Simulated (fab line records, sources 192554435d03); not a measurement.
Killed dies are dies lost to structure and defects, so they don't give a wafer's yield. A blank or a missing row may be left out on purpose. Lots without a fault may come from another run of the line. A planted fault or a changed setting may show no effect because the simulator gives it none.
One fault seen from 2 desks | flow n5_finfet | each desk has only its own numbers; what lay behind them comes last

THE TOOL OWNER'S DESK: litho_track-02
The tool's own readings at N5_DUMMY_GATE_COAT_28 (time 60 s, resist thk 10 nm): means of the sampled wafers that have a number, for each lot that ran on this tool. A lot is out of limits, marked OUT, if its mean lies more than 4 standard deviations from the usual mean; the brackets give that distance.
Columns: A = exhaust_pa at N5_DUMMY_GATE_COAT_28, usual 44.9 Pa; B = heater_power_total_W at N5_DUMMY_GATE_COAT_28, usual 391.5 W; C = plate_temp_C at N5_DUMMY_GATE_COAT_28, usual 204.98 C
lot  | first seen here | A    | B                | C
L815 | day 5 04:58     | 44.6 | 390.5            | 205.00
L816 | day 5 11:13     | 45.0 | 391.9            | 204.85
L817 | day 5 15:31     | 45.8 | 400.9 (+6.7) OUT | 209.06 (+25) OUT
L819 | day 6 05:26     | 45.7 | 401.3 (+7.0) OUT | 209.25 (+27) OUT
L820 | day 6 13:16     | 46.0 | 399.7 (+5.9) OUT | 209.15 (+26) OUT
L821 | day 6 17:17     | 45.1 | 399.6 (+5.8) OUT | 209.02 (+25) OUT
This desk's finding: out of limits on L817, L819, L820, L821; first on L817, day 5 15:31 (heater_power_total_W at N5_DUMMY_GATE_COAT_28). In limits: L815, L816.

THE METROLOGY DESK
What the gauges read, lot by lot, whatever tool the lot ran on: means of the sampled wafers that have a number. A lot is out of limits, marked OUT, if its mean lies more than 4 standard deviations from the usual mean; the brackets give that distance.
Columns: A = GATE_OVL at N5_DUMMY_GATE_OVL_MEAS_16, usual -0.1 nm
lot  | first seen here | A
L807 | day 3 04:34     | -0.1
L808 | day 3 10:57     | -0.6
L814 | day 5 01:38     | -0.5
L815 | day 5 05:16     | 0.4
L816 | day 5 11:40     | 0.1
L817 | day 5 15:56     | -0.5
L819 | day 6 05:44     | -0.4
L820 | day 6 13:34     | 0.7
L821 | day 6 23:10     | -0.4
L823 | day 7 07:51     | -0.2
L826 | day 7 23:00     | -0.4
L828 | day 8 09:08     | -0.6
This desk's finding: nothing out of limits on any of the 12 lots.

PUT TOGETHER
The tool owner's desk could have raised an alarm at day 5 15:31, on L817, L819, L820, L821.
The metrology desk saw nothing out of limits.
The metrology desk has L817, L819, L820, L821 on record, within its limits.
Of the lots named, all ran N5_DUMMY_GATE_COAT_28 on litho_track-02.

WHAT THE SIMULATOR HAD PUT IN
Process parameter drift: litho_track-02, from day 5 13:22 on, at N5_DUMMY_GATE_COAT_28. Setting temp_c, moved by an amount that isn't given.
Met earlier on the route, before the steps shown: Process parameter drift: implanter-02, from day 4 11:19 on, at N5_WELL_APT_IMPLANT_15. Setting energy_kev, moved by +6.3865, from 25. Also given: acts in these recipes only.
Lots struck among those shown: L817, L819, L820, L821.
Hours from the fault's start to each desk's first reading out of limits: the tool owner's desk, 2.
